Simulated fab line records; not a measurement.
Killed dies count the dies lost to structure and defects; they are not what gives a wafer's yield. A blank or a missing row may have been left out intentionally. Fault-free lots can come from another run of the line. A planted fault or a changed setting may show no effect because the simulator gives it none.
fab line records    flow nand_harc
[record] lots = 15  wafers = 45  last_day = 33
route steps=1302 shown P_GATE@142
lots that met no fault: taken from a fault-free run of the same line
start_h: hours from the record's opening day to when the first of the lot's shown wafers began    wait_h: time in hours since the lot's previous step    " repeats the value in the row above    L1.1+2: several wafers, shown together as one row    - no value, or no start given    * or withheld: withheld    < > ~ a bound
route shown NAME@n: NAME is a module with steps in the file, n the number in the route of the first one    usual: mean/standard deviation of fault-free wafers    same: alike in all rows    chamber/n: place in a boat    sites: per-site readings    _std_site: standard deviation across them    _edge_site: inner sites' mean taken away from outer sites' mean    radius_mm: for every site, how far away it sits from the centre of the wafer    mask NAME#n: copy n    behind: the last tool/chamber to shape the wafer    hold: reason for holding the lot/hours on hold/outcome of the hold    device: which transistor (n, p or np) failed to switch    end of line: the tests these same wafers got at the end of their route    a step without rows: its recipe alone    killed: at the first sort, the dies lost to defects and structure; wafer yield is something else    map: dies across one wafer; x = killed, . = not, _ = none there
set.NAME: the setting the step ran with; set.NAME@STEP: the setting that earlier step ran with    model.NAME: the simulator's own value behind a step, which no gauge read
one table for each step of the route and one row for each wafer, over a sample of lots
services: when a tool's chamber went out of use (start_h, in hours from the record's first day, below 0 if earlier), for how many hours, and the reason
[[steps]]
[step NHARC_P_GATE_OVL_MEAS_27]
[usual] overlay_x_nm = -0.1/0.71  overlay_y_nm = 0.1/0.84
lot.wafer  tool        chamber  start_h  wait_h  overlay_x_nm  overlay_y_nm
L366.2     overlay-02  -        93.74    -       -1.3          0.6
L366.3     "           -        "        "       -0.5          0.3
L366.5     "           -        "        "       -0.3          0.4
L367.2     overlay-01  -        109.39   -       -1.1          0.9
L367.4     "           -        "        "       -1.4          1.0
L367.5     "           -        "        "       -1.4          0.8
L369.3     overlay-01  -        122.62   -       0.4           -1.4
L369.4     "           -        "        "       0.4           -0.8
L369.5     "           -        "        "       0.7           -1.0
L377.3     overlay-01  -        208.16   -       0.1           -0.1
L377.5     "           -        "        "       -0.5          0.0
L377.6     "           -        "        "       -0.4          0.4
L378.3     overlay-01  -        224.45   -       -0.8          1.0
L378.5     "           -        "        "       -0.4          1.2
L378.6     "           -        "        "       -0.8          1.6
L379.2     overlay-02  -        224.61   -       0.6           1.0
L379.4     "           -        "        "       0.5           0.6
L379.5     "           -        "        "       0.0           1.3
L381.3     overlay-01  -        241.23   -       0.7           -0.5
L381.5     "           -        "        "       0.1           -1.6
L381.6     "           -        "        "       0.2           -1.0
L380.1     overlay-02  -        242.00   -       -1.8          1.2
L380.3     "           -        "        "       -1.6          1.3
L380.5     "           -        "        "       -1.7          1.1
L382.1     overlay-01  -        258.32   -       0.4           1.0
L382.3     "           -        "        "       0.3           0.4
L382.4     "           -        "        "       0.4           0.8
L384.1     overlay-01  -        277.87   -       0.3           -0.6
L384.4     "           -        "        "       0.8           -1.0
L384.6     "           -        "        "       0.2           -1.0
L385.1     overlay-01  -        284.93   -       0.4           0.2
L385.2     "           -        "        "       -0.7          0.2
L385.6     "           -        "        "       -0.5          0.5
L386.1     overlay-02  -        296.71   -       0.4           0.0
L386.2     "           -        "        "       0.6           0.3
L386.6     "           -        "        "       0.5           -0.3
L387.3     overlay-02  -        302.84   -       -0.7          0.0
L387.5     "           -        "        "       -0.7          0.3
L387.6     "           -        "        "       -0.2          0.6
L388.2     overlay-02  -        316.65   -       0.0           -0.4
L388.3     "           -        "        "       0.0           -0.3
L388.5     "           -        "        "       0.2           -0.2
L389.3     overlay-01  -        323.31   -       0.8           0.4
L389.4     "           -        "        "       1.4           0.4
L389.6     "           -        "        "       0.9           0.4
[step NHARC_P_GATE_HM_OPEN_105]
[recipe] target_depth_a = 3600  o2_flow_sccm = 400  cos_flow_sccm = 20  ar_flow_sccm = 0  rf_w = 500  bias_w = 300  chemistry = O2/COS
[usual] drypump_motor_current_A = 5.7/0.53  oes_product_au = 1.002/0.015  rf_vpp_V = 467.1/2.5  showerhead_plenum_p_Torr = 3.12/0.12  throttle_valve_pct = 28.329/0.0097
lot.wafer  tool         chamber  start_h  wait_h  drypump_motor_current_A  oes_product_au  rf_hours_counter_h  rf_vpp_V  showerhead_plenum_p_Torr  throttle_valve_pct
L366.3     rie_diel-04  0        -        -       5.8                      0.982           4                   470.3     3.20                      28.326
L366.2     "            1        "        "       6.3                      0.991           4                   466.8     3.15                      28.320
L366.5     "            0        "        "       5.8                      0.984           -                   468.3     3.20                      28.329
L367.4     rie_diel-08  1        -        -       5.2                      1.014           9                   470.9     3.30                      28.317
L367.2     "            3        "        "       6.5                      1.009           8                   466.9     3.08                      28.322
L367.5     "            2        "        "       5.0                      1.009           -                   465.6     3.05                      28.333
L369.4     rie_diel-08  0        -        -       5.4                      1.014           7                   464.5     2.99                      28.338
L369.3     "            2        "        "       4.9                      1.009           10                  464.5     3.05                      28.336
L369.5     "            1        "        "       5.2                      1.016           -                   470.0     3.30                      28.344
L377.3     rie_diel-08  0        -        -       5.4                      1.014           0                   463.7     2.99                      28.319
L377.6     "            0        "        "       5.4                      1.019           -                   463.9     2.99                      28.339
L377.5     "            1        "        "       5.2                      1.007           -                   471.1     3.30                      28.324
L378.3     rie_diel-07  1        -        -       6.0                      1.014           4                   471.2     3.30                      28.335
L378.5     "            2        "        "       6.3                      0.977           -                   468.5     3.15                      28.335
L378.6     "            3        "        "       6.2                      0.984           -                   463.4     2.92                      28.311
L379.2     rie_diel-08  3        -        -       6.5                      0.992           0                   467.5     3.08                      28.328
L379.4     "            0        "        "       5.3                      1.020           0                   465.2     2.99                      28.332
L379.5     "            2        "        "       4.9                      1.026           -                   465.6     3.05                      28.325
L381.3     rie_diel-04  0        -        -       5.8                      0.971           6                   468.1     3.19                      28.336
L381.6     "            3        "        "       5.4                      1.003           -                   468.9     3.12                      28.319
L381.5     "            1        "        "       6.3                      0.994           -                   467.6     3.14                      28.358
L380.1     rie_diel-04  1        -        -       6.3                      1.003           5                   467.5     3.14                      28.328
L380.3     "            3        "        "       5.4                      1.012           6                   466.7     3.12                      28.330
L380.5     "            3        "        "       5.4                      1.005           -                   466.8     3.12                      28.303
L382.4     rie_diel-08  2        -        -       4.9                      1.018           3                   465.2     3.05                      28.325
L382.3     "            3        "        "       6.5                      1.009           2                   465.7     3.08                      28.337
L382.1     "            0        "        "       5.4                      1.015           2                   465.3     2.99                      28.325
L384.4     rie_diel-07  2        -        -       6.3                      0.978           7                   466.9     3.15                      28.338
L384.1     "            0        "        "       5.6                      0.984           6                   469.6     3.22                      28.313
L384.6     "            2        "        "       6.3                      0.982           -                   467.7     3.15                      28.338
L385.2     rie_diel-08  1        -        -       5.2                      0.988           4                   471.5     3.30                      28.355
L385.1     "            3        "        "       6.5                      1.006           4                   465.7     3.08                      28.342
L385.6     "            1        "        "       5.2                      1.002           -                   470.1     3.30                      28.316
L386.1     rie_diel-08  2        -        -       5.0                      1.012           5                   466.1     3.04                      28.338
L386.2     "            0        "        "       5.4                      1.015           5                   464.1     2.99                      28.340
L386.6     "            1        "        "       5.2                      0.994           -                   469.2     3.30                      28.321
L387.3     rie_diel-08  3        -        -       6.5                      1.006           5                   466.9     3.08                      28.311
L387.5     "            1        "        "       5.2                      0.997           -                   470.8     3.30                      28.330
L387.6     "            2        "        "       5.0                      1.019           -                   466.2     3.05                      28.328
L388.3     rie_diel-04  1        -        -       6.2                      0.987           11                  466.6     3.14                      28.330
L388.2     "            3        "        "       5.3                      1.022           11                  468.6     3.12                      28.306
L388.5     "            1        "        "       6.3                      0.990           -                   468.6     3.14                      28.332
L389.4     rie_diel-08  3        -        -       6.5                      1.011           6                   467.1     3.08                      28.320
L389.3     "            0        "        "       5.4                      1.013           6                   464.4     2.99                      28.332
L389.6     "            3        "        "       6.5                      1.001           -                   466.4     3.08                      28.317
[step NHARC_P_GATE_EXPOSE_43]
[recipe] na = 0.6  target_cd_nm = 720  dose_mj = 14.81  mask_id = P_NSD
[usual] exposure_dose_mJ_cm2 = 14.812/0.015  focus_offset_nm = 0.0/0.51
lot.wafer  tool            chamber  start_h  wait_h  mask     exposure_dose_mJ_cm2  focus_offset_nm
L366.2     krf_scanner-02  0        105.43   -       P_NSD#0  14.818                -0.2
L366.3     "               0        "        "       P_NSD#0  14.791                -0.5
L366.5     "               0        "        "       P_NSD#0  14.805                0.5
L367.2     krf_scanner-02  0        121.03   -       P_NSD#0  14.810                0.5
L367.4     "               0        "        "       P_NSD#0  14.796                0.4
L367.5     "               0        "        "       P_NSD#0  14.819                -0.8
L369.3     krf_scanner-04  0        134.27   -       P_NSD#0  14.811                0.4
L369.4     "               0        "        "       P_NSD#0  14.827                -0.1
L369.5     "               0        "        "       P_NSD#0  14.811                0.5
L377.3     krf_scanner-02  -        219.90   -       P_NSD#0  -                     -
L377.5     "               -        "        "       P_NSD#0  -                     -
L377.6     "               -        "        "       P_NSD#0  -                     -
L378.3     krf_scanner-03  -        236.26   -       P_NSD#0  -                     -
L378.5     "               -        "        "       P_NSD#0  -                     -
L378.6     "               -        "        "       P_NSD#0  -                     -
L379.2     krf_scanner-04  -        236.42   -       P_NSD#0  -                     -
L379.4     "               -        "        "       P_NSD#0  -                     -
L379.5     "               -        "        "       P_NSD#0  -                     -
L381.3     krf_scanner-03  0        253.04   -       P_NSD#0  14.798                0.5
L381.5     "               0        "        "       P_NSD#0  14.823                0.0
L381.6     "               0        "        "       P_NSD#0  14.824                0.5
L380.1     krf_scanner-04  0        253.89   -       P_NSD#0  14.823                -0.8
L380.3     "               0        "        "       P_NSD#0  14.830                -0.3
L380.5     "               0        "        "       P_NSD#0  14.825                0.2
L382.1     krf_scanner-03  0        270.08   -       P_NSD#0  14.818                -0.3
L382.3     "               0        "        "       P_NSD#0  14.810                0.1
L382.4     "               0        "        "       P_NSD#0  14.823                0.2
L384.1     krf_scanner-03  0        289.39   -       P_NSD#0  14.779                0.6
L384.4     "               0        "        "       P_NSD#0  14.762                0.5
L384.6     "               0        "        "       P_NSD#0  14.767                -0.2
L385.1     krf_scanner-04  0        297.08   -       P_NSD#0  14.802                0.7
L385.2     "               0        "        "       P_NSD#0  14.804                0.6
L385.6     "               0        "        "       P_NSD#0  14.795                0.2
L386.1     krf_scanner-04  0        308.43   -       P_NSD#0  14.843                0.3
L386.2     "               0        "        "       P_NSD#0  14.797                0.5
L386.6     "               0        "        "       P_NSD#0  14.833                -0.2
L387.3     krf_scanner-02  0        314.75   -       P_NSD#0  14.784                0.0
L387.5     "               0        "        "       P_NSD#0  14.786                0.0
L387.6     "               0        "        "       P_NSD#0  14.810                0.1
L388.2     krf_scanner-02  0        328.30   -       P_NSD#0  14.825                0.5
L388.3     "               0        "        "       P_NSD#0  14.830                0.9
L388.5     "               0        "        "       P_NSD#0  14.840                0.7
L389.3     krf_scanner-02  0        334.85   -       P_NSD#0  14.814                0.2
L389.4     "               0        "        "       P_NSD#0  14.800                -0.1
L389.6     "               0        "        "       P_NSD#0  14.812                -0.3
[step NHARC_P_GATE_STRIP_112]
[recipe] power_w = 1500  temp_c = 110  time_s = 200  chemistry = N2/H2
[usual] drypump_motor_current_A = 5.7/0.56  heater_power_w = 83/4.9
[same] time_s = 200
lot.wafer  tool             chamber  start_h  wait_h  drypump_motor_current_A  heater_power_w  rf_hours_counter_h
L366.2     plasma_asher-01  1        107.92   0.2     5.5                      92              25
L366.3     "                1        "        "       5.5                      92              -
L366.5     "                1        "        "       5.5                      95              -
L367.2     plasma_asher-01  1        123.34   0.2     5.5                      93              26
L367.4     "                1        "        "       5.5                      91              -
L367.5     "                1        "        "       5.5                      93              -
L369.4     plasma_asher-01  1        136.79   0.2     5.5                      91              -
L369.3     "                0        "        "       6.0                      81              -
L369.5     "                1        "        "       5.5                      91              -
L377.3     plasma_asher-02  1        222.47   0.3     6.5                      80              -
L377.5     "                0        "        "       5.0                      79              -
L377.6     "                1        "        "       6.5                      81              -
L378.3     plasma_asher-02  0        238.89   0.2     5.0                      78              -
L378.5     "                0        "        "       4.9                      79              -
L378.6     "                1        "        "       6.5                      81              -
L379.2     plasma_asher-01  0        239.11   0.2     5.9                      86              11
L379.4     "                1        "        "       5.5                      87              -
L379.5     "                0        "        "       5.9                      84              -
L381.3     plasma_asher-01  1        255.60   0.3     5.5                      88              -
L381.5     "                0        "        "       5.9                      83              -
L381.6     "                1        "        "       5.5                      87              -
L380.1     plasma_asher-01  1        256.70   0.2     5.5                      90              16
L380.3     "                1        "        "       5.4                      89              -
L380.5     "                1        "        "       5.5                      89              -
L382.1     plasma_asher-01  0        272.45   0.2     5.9                      85              20
L382.4     "                1        "        "       5.5                      90              -
L382.3     "                0        "        "       5.9                      85              -
L384.1     plasma_asher-02  1        291.86   0.2     6.5                      82              5
L384.4     "                0        "        "       5.0                      73              -
L384.6     "                1        "        "       6.5                      82              -
L385.2     plasma_asher-01  0        299.51   0.2     5.9                      84              25
L385.1     "                1        "        "       5.5                      88              25
L385.6     "                0        "        "       5.9                      83              -
L386.1     plasma_asher-02  0        310.75   0.2     5.0                      75              10
L386.2     "                1        "        "       6.5                      82              10
L386.6     "                1        "        "       6.5                      82              -
L387.3     plasma_asher-01  1        317.14   0.2     5.5                      91              -
L387.6     "                1        "        "       5.5                      87              -
L387.5     "                0        "        "       5.9                      83              -
L388.2     plasma_asher-02  0        330.78   0.2     5.0                      73              14
L388.3     "                0        "        "       5.0                      74              -
L388.5     "                1        "        "       6.5                      81              -
L389.3     plasma_asher-01  1        337.36   0.2     5.5                      88              -
L389.4     "                0        "        "       5.9                      84              -
L389.6     "                0        "        "       5.9                      83              -
[[services]]
tool             chamber  start_h  hours  kind
rie_diel-08      0        70.73    14.6   repair
plasma_asher-02  -        72.05    9.0    pm
plasma_asher-01  -        74.30    0.5    repair
krf_scanner-03   -        78.76    5.4    repair
krf_scanner-02   -        94.00    4.0    pm
rie_diel-08      1        112.78   9.7    repair
plasma_asher-02  -        122.13   2.3    repair
krf_scanner-02   -        124.01   2.3    repair
krf_scanner-03   -        132.32   0.3    repair
krf_scanner-04   -        140.59   0.5    repair
krf_scanner-03   -        150.97   1.4    repair
rie_diel-04      3        152.06   3.6    repair
krf_scanner-04   -        155.12   6.1    repair
plasma_asher-01  -        165.00   9.0    pm
krf_scanner-03   -        177.86   1.7    repair
rie_diel-08      2        181.54   8.8    repair
krf_scanner-04   -        184.94   4.0    pm
rie_diel-08      -        190.86   9.0    pm
plasma_asher-01  -        201.36   4.4    repair
plasma_asher-02  -        249.05   9.0    pm
krf_scanner-02   -        266.00   4.0    pm
krf_scanner-04   -        273.51   4.8    repair
rie_diel-08      1        274.08   4.2    repair
krf_scanner-02   -        279.96   1.1    repair
[[key]]
[first_sign] step = NHARC_P_GATE_EXPOSE_43  reading = tool_record  direction = missing
effect none on later readings
met_at NHARC_P_GATE_EXPOSE_43
struck_lots L377,L378,L379
later_rows_left_out L377.3,L377.5,L377.6,L378.3,L378.5,L378.6,L379.2,L379.4,L379.5
sort_left_out L377.3,L377.5,L377.6,L378.3,L378.5,L378.6,L379.2,L379.4,L379.5
tester_left_out L377,L378,L379
not_acting_at NHARC_P_GATE_OVL_MEAS_27,NHARC_P_GATE_HM_OPEN_105,NHARC_P_GATE_STRIP_112
onset_between 134.27 219.90
[fault] kind = skipped_step_whole  tool = krf_scanner-02,krf_scanner-03,krf_scanner-04  chamber = -  onset_h = 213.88  steps = NHARC_P_GATE_EXPOSE_43  scope = struck_lots_only
// tester_left_out: of these lots the tester's yield and bins aren't shown, on N5 and GAA mostly nor the transistor test; their killed dies are dies lost to structure and defects alone, not to doping, threshold or leakage, so they don't give the yield
// sort_left_out: the simulated sort isn't trusted on such a fault, so these wafers' sort isn't shown, and their yield isn't known
// later_rows_left_out: the simulator's readings of these wafers behind a module that went badly wrong aren't trusted and aren't shown, but for the sort
